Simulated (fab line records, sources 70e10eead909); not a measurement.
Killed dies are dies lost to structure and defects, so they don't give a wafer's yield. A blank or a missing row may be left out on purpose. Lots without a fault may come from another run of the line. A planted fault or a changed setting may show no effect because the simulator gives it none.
fab line records | flow nand_harc
record lots=6 wafers=18 last_day=33
route steps=1302 shown A_CONTACT@1100 A_BLC@1107
lots that met no fault: from a run of the same line without faults
start_h: hours from the record's first day to the start of the lot's first wafer shown | wait_h: hours since the lot's step before | " the same as in the row above | L1.1+2: a row that stands for several wafers | - no value, or no start given | * or withheld: withheld | < > ~ a bound
route shown NAME@n: a module of which the file shows steps, and the number in the route of the first | usual: mean/standard deviation of fault-free wafers | same: alike in all rows | chamber/n: place in a boat | sites: the reading at each site | _std_site: their standard deviation | _edge_site: outer sites' mean less inner sites' | radius_mm: how far each site lies from the wafer's centre | mask NAME#n: copy n | behind: the tool/chamber that last shaped the wafer | hold: why the lot was held/for how many hours/how that ended | device: the transistor (n, p or np) that didn't switch | end of line: the same wafers' tests at the end of the route | a step without rows: its recipe alone | killed: dies lost to structure and defects at the first sort, not the wafer's yield | map: a wafer's dies, x killed, . not, _ none there
set.NAME: the setting as run; set.NAME@STEP: as run at that earlier step | model.NAME: the simulator's own value behind a step, which no gauge read
lots at some steps of the route; a table a step, a row a wafer
services: from which hour (start_h, from the record's first day; less than 0 if before it) a tool's chamber was out of use, for how many hours, and why
## steps
# step NHARC_A_CONTACT_STRIP_27
# recipe time_s=600 temp_c=30 chemistry=post_etch_residue_remover
# step NHARC_A_CONTACT_ALD_18
# recipe target_thk_a=30 pulse_time_s=1 ald_cycles=150 temp_c=450 material=TiN
# usual heater_power_w=1079/110 precursor_pulse_height_rel=0.999/0.021
# same ald_cycles=150
# columns lot.wafer tool chamber start_h wait_h heater_power_w precursor_pulse_height_rel
L947.4 ald_metal-02 3 548.16 - 1187 1.007
L947.1 " 0 " " 1140 1.007
L947.5 " 3 " " 1173 0.976
L945.2 ald_metal-03 1 551.86 - 1126 0.999
L945.6 " 0 " " 917 0.988
L945.5 " 1 " " 1130 0.990
L949.3 ald_metal-04 3 580.03 - 1215 1.023
L949.2 " 1 " " 1031 1.040
L949.1 " 2 " " 974 0.961
L954.3 ald_metal-03 1 633.91 - 1085 0.995
L954.4 " 3 " " 1101 0.990
L954.5 " 1 " " 1041 0.976
L965.2 ald_metal-03 0 729.94 - 920 1.011
L965.3 " 1 " " 1069 1.000
L965.1 " 2 " " 1166 0.975
L966.2 ald_metal-02 0 745.29 - 1121 1.014
L966.1 " 2 " " 1079 0.997
L966.6 " 3 " " 1153 0.980
# step NHARC_A_CONTACT_CVD_19
# recipe target_thk_a=3000 temp_c=300 pressure_torr=40 wf6_flow_sccm=40 h2_flow_sccm=1600 ar_flow_sccm=1560 time_s=802 material=W
# usual heater_power_w=460/49 throttle_valve_pct=7.81/0.21
# columns lot.wafer tool chamber start_h wait_h heater_power_w throttle_valve_pct
L947.1 cvd_w-02 1 - - 416 7.70
L947.4 " 1 " " 425 8.10
L947.5 " 1 " " 427 8.04
L945.2 cvd_w-02 0 - - 509 7.66
L945.5 " 1 " " 417 7.86
L945.6 " 0 " " 513 7.92
L949.2 cvd_w-02 0 - - 516 7.84
L949.1 " 1 " " 421 7.97
L949.3 " 1 " " 417 7.77
L954.3 cvd_w-01 1 - - 413 7.98
L954.4 " 0 " " 529 7.79
L954.5 " 1 " " 408 8.08
L965.1 cvd_w-02 0 - - 502 7.40
L965.2 " 0 " " 495 7.39
L965.3 " 0 " " 499 7.40
L966.2 cvd_w-02 1 - - 422 7.78
L966.1 " 0 " " 490 7.31
L966.6 " 0 " " 479 7.64
# step NHARC_A_CONTACT_CMP_20
# recipe t_overpolish_s=30 target_thk_nm=300
# usual motor_current_A=11.9/1.5 overpolish_run_s=30.000/0.01 pad_life_wafers=183/100 time_to_endpoint_s=60/4.5
# columns lot.wafer tool chamber start_h wait_h motor_current_A overpolish_run_s pad_life_wafers time_to_endpoint_s
L947.1 cmp-02 0 549.24 0.6 10.2 30.006 36 59
L947.4 " 1 " " 12.2 29.993 37 64
L947.5 " 1 " " 12.6 30.010 - 64
L945.2 cmp-02 3 552.97 0.7 11.4 30.004 56 62
L945.6 " 1 " " 12.4 30.006 - 68
L945.5 " 2 " " 10.4 30.005 - 67
L949.1 cmp-04 1 581.12 0.6 13.3 30.011 270 55
L949.3 " 3 " " 11.5 30.023 272 58
L949.2 " 0 " " 14.0 29.999 273 63
L954.3 cmp-03 2 635.00 0.5 11.5 30.006 301 57
L954.4 " 0 " " 13.7 30.000 303 59
L954.5 " 1 " " 15.8 29.999 - 60
L965.3 cmp-04 1 731.75 0.9 12.9 30.001 96 50
L965.2 " 2 " " 11.9 30.006 97 60
L965.1 " 3 " " 10.8 30.014 98 54
L966.2 cmp-02 3 746.36 0.8 11.6 29.994 84 60
L966.1 " 1 " " 12.4 29.997 86 62
L966.6 " 0 " " 10.5 30.002 - 61
# step NHARC_A_CONTACT_SRD_22
# step NHARC_A_CONTACT_INSPECT_23
# usual raw_defect_count=502/120
# columns lot.wafer tool chamber start_h wait_h raw_defect_count
L947.1 defect_inspect-01 - 549.64 0.1 478
L947.4 " - " " 611
L947.5 " - " " 801
L945.2 defect_inspect-01 - 553.33 0.1 509
L945.5 " - " " 461
L945.6 " - " " 440
L949.1 defect_inspect-01 - 581.52 0.1 482
L949.2 " - " " 428
L949.3 " - " " 515
L954.3 defect_inspect-01 - 635.38 0.1 498
L954.4 " - " " 568
L954.5 " - " " 424
L965.1 defect_inspect-02 - 732.15 0.1 429
L965.2 " - " " 353
L965.3 " - " " 417
L966.1 defect_inspect-01 - 746.77 0.1 579
L966.2 " - " " 569
L966.6 " - " " 567
# step NHARC_A_BLC_DEHYDRATE_00
# recipe temp_c=150 time_s=120
# step NHARC_A_BLC_HMDS_01
# recipe time_s=30
# step NHARC_A_BLC_COAT_02
# recipe temp_c=260 time_s=75
# step NHARC_A_BLC_COAT_03
# recipe temp_c=225 time_s=65
# step NHARC_A_BLC_COAT_04
# recipe spin_rpm=1500 resist_thk_nm=90
# step NHARC_A_BLC_SOFTBAKE_05
# recipe temp_c=105 time_s=55
# usual heater_power_total_W=188.44/0.14
# columns lot.wafer tool chamber start_h wait_h heater_power_total_W
L947.1 litho_track-06 0 549 - 188.40
L947.4 " 0 " " 188.40
L947.5 " 0 " " 188.38
L945.2 litho_track-06 0 553 - 188.69
L945.5 " 0 " " 188.43
L945.6 " 0 " " 188.49
L949.1 litho_track-06 0 581 - 188.46
L949.2 " 0 " " 188.43
L949.3 " 0 " " 188.33
L954.3 litho_track-04 0 635 - 188.76
L954.4 " 0 " " 188.28
L954.5 " 0 " " 188.36
L965.1 litho_track-06 0 732 - 183.25
L965.2 " 0 " " 183.20
L965.3 " 0 " " 183.30
L966.1 litho_track-06 0 746 - 183.29
L966.2 " 0 " " 183.19
L966.6 " 0 " " 183.25
# step NHARC_A_BLC_EBR_06
## services
# columns tool chamber start_h hours kind
cmp-02 - 526.58 4.0 pm
cmp-04 - 526.74 1.0 repair
litho_track-06 - 529.00 7.0 pm
ald_metal-03 - 565.81 0.3 repair
ald_metal-03 - 568.00 10.0 pm
ald_metal-03 2 590.44 46.8 repair
cvd_w-02 - 593.02 2.1 repair
cmp-04 - 607.27 4.0 pm
ald_metal-02 - 610.00 10.0 pm
cvd_w-02 1 611.35 8.6 repair
cmp-02 - 624.58 4.0 pm
cmp-02 - 628.73 0.3 repair
cvd_w-02 - 631.24 13.0 pm
ald_metal-02 1 634.44 12.6 repair
ald_metal-02 3 646.63 12.9 repair
cmp-04 - 671.80 0.4 repair
cmp-04 - 672.61 0.5 repair
cmp-04 - 690.35 1.6 repair
litho_track-06 - 704.00 7.0 pm
cmp-04 - 705.27 4.0 pm
cmp-02 - 720.09 0.2 repair
cmp-02 - 722.58 4.0 pm
cvd_w-02 1 724.30 13.9 repair
ald_metal-03 - 746.00 10.0 pm
## key
first_sign step=NHARC_A_BLC_SOFTBAKE_05 reading=heater_power_total_W direction=down sigmas=37 usual=* struck=*
effect none on later readings
met_at NHARC_A_BLC_SOFTBAKE_05
struck_wafers L965.1,L965.2,L965.3,L966.1,L966.2,L966.6
tester_left_out L965,L966
onset_between 581 732
fault kind=process_parameter_drift tool=litho_track-06 chamber=- onset_h=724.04 steps=NHARC_A_BLC_SOFTBAKE_05 channel=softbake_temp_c offset=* shape=step end_h=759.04 acts_in=* stated=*
# tester_left_out: of these lots the tester's yield and bins aren't shown, on N5 and GAA mostly nor the transistor test; their killed dies are dies lost to structure and defects alone, not to doping, threshold or leakage, so they don't give the yield
